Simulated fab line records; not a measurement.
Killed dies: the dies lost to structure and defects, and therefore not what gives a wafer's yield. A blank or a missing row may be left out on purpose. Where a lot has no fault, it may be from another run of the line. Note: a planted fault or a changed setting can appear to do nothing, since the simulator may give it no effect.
Matching of chambers | flow nand_harc | NHARC_A_STAIRCASE_DEP_325 on pecvd-04 has 3 sister chambers
The step deposits SiO2, target thk 7200 nm. 3 wafers are shown with their chamber, then 8 later ones without.

== WAFERS, EACH WITH ITS CHAMBER ==
wafer  | chamber | heater_power_w (W)
L088.2 | 1       | 633
L088.5 | 0       | 583
L090.2 | 2       | 550

== WAFERS WITH NO CHAMBER GIVEN ==
wafer  | heater_power_w (W)
L090.3 | 754
L090.6 | 611
L094.1 | 615
L094.3 | 667
L094.4 | 625
L097.1 | 708
L097.2 | 529
L097.5 | 607

== WHICH CHAMBER EACH ONE RAN IN ==
wafer  | from the rows above          | in truth
L090.3 | can't be placed: 1 or 0 or 2 | 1
L090.6 | can't be placed: 1 or 0 or 2 | 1
L094.1 | can't be placed: 1 or 0 or 2 | 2
L094.3 | can't be placed: 1 or 0 or 2 | 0
L094.4 | can't be placed: 1 or 0 or 2 | 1
L097.1 | can't be placed: 1 or 0 or 2 | 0
L097.2 | can't be placed: 2 or 0 or 1 | 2
L097.5 | can't be placed: 0 or 1 or 2 | 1
Correctly placed: 0 of 8. Cannot be placed on the basis of these rows: 8; the candidates contain the true chamber in 8. Wrongly placed: 0.
How it was worked out, from the rows above alone: a wafer's distance from a chamber is the root of the sum, over the readings, of the square of ((its reading less the chamber's mean) divided by the reading's scatter). The wafer belongs to the nearest chamber; if the next one is less than 2 further off, it can't be placed. A chamber's mean is the mean of its shown wafers. The scatter (one wafer shown for each chamber): square how far every hidden wafer sits from the nearest shown wafer, average those squares and take the square root.
